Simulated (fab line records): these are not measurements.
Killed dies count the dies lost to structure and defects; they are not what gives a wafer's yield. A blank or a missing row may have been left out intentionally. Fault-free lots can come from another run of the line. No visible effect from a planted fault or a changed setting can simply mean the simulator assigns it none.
Chamber matching | flow nand harc | NHARC_A_STAIRCASE_DESCUM_443 on rie diel-09 has 4 sister chambers
The step chemistry O2, time 3 s. 4 wafers are shown with their chamber, then 8 later ones without.

EACH WAFER AND ITS CHAMBER
wafer  | chamber | drypump motor current A (A)
L078.4 | 0       | 5.7
L080.2 | 1       | 5.8
L080.4 | 3       | 4.7
L090.3 | 2       | 5.7

WAFERS WHOSE CHAMBER IS MISSING
wafer  | drypump motor current A (A)
L090.4 | 4.8
L090.5 | 5.8
L093.1 | 5.7
L093.3 | 4.8
L093.5 | 5.7
L095.1 | 5.8
L095.2 | 5.7
L095.5 | 5.8

THE CHAMBER EACH PASSED THROUGH
wafer  | from the rows above     | in truth
L090.4 | 3                       | 3
L090.5 | 1                       | 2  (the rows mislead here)
L093.1 | can't be placed: 0 or 2 | 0
L093.3 | 3                       | 3
L093.5 | can't be placed: 0 or 2 | 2
L095.1 | 1                       | 1
L095.2 | can't be placed: 0 or 2 | 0
L095.5 | 1                       | 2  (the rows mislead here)
Correctly placed: 3 of 8. Unplaceable from these rows: 3, with the true chamber sitting among the candidates in 3. Placed wrongly: 2.
How it was worked out, from the rows above alone: a wafer's distance from a chamber is the root of the sum, over the readings, of the square of ((its reading less the chamber's mean) divided by the reading's scatter). If the next closest chamber is less than 2 further off than the closest, the wafer can't be placed; otherwise it belongs to the closest. The mean given for a chamber averages the wafers shown for that chamber. The scatter (one wafer shown for each chamber): square how far every hidden wafer sits from the nearest shown wafer, average those squares and take the square root.
